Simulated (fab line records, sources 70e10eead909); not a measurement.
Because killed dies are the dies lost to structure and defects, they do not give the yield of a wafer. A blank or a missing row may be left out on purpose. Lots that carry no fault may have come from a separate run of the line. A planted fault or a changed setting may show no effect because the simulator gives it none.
Matching of chambers | flow nandHarc | 3 sister chambers for NHARC_A_CONTACT_DEP_85 on pecvd-03
The step deposits SiON, target thk 50 nm. 6 wafers are shown with their chamber, then 8 later ones without.

WAFERS, EACH WITH ITS CHAMBER
wafer  | chamber | heaterPowerW (W)
L079.4 | 1       | 593
L079.5 | 2       | 737
L082.4 | 2       | 708
L081.2 | 1       | 677
L081.4 | 0       | 656
L087.4 | 0       | 604

WAFERS WHOSE CHAMBER IS MISSING
wafer  | heaterPowerW (W)
L087.5 | 836
L087.6 | 709
L091.1 | 702
L091.3 | 716
L091.4 | 709
L094.1 | 677
L094.5 | 676
L094.6 | 719

WHICH CHAMBER EACH WENT THROUGH
wafer  | from the rows above          | in truth
L087.5 | 2                            | 2
L087.6 | can't be placed: 2 or 1 or 0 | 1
L091.1 | can't be placed: 2 or 1 or 0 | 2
L091.3 | can't be placed: 2 or 1 or 0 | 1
L091.4 | can't be placed: 2 or 1 or 0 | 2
L094.1 | can't be placed: 1 or 2 or 0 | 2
L094.5 | can't be placed: 1 or 0 or 2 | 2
L094.6 | can't be placed: 2 or 1      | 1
1 of 8 placed correctly. From these rows, 7 cannot be placed; in 7 the true chamber is one of the candidates. Placed wrongly: 0.
How it was worked out, from the rows above alone: a wafer's distance from a chamber is the root of the sum, over the readings, of the square of ((its reading less the chamber's mean) divided by the reading's scatter). If the next closest chamber is less than 2 further off than the closest, the wafer can't be placed; otherwise it belongs to the closest. A chamber's mean is the mean of its shown wafers. How the scatter is found: for the shown wafers, subtract from each reading the mean of its chamber, square and add these, divide the total by (wafers less chambers), then take the root.
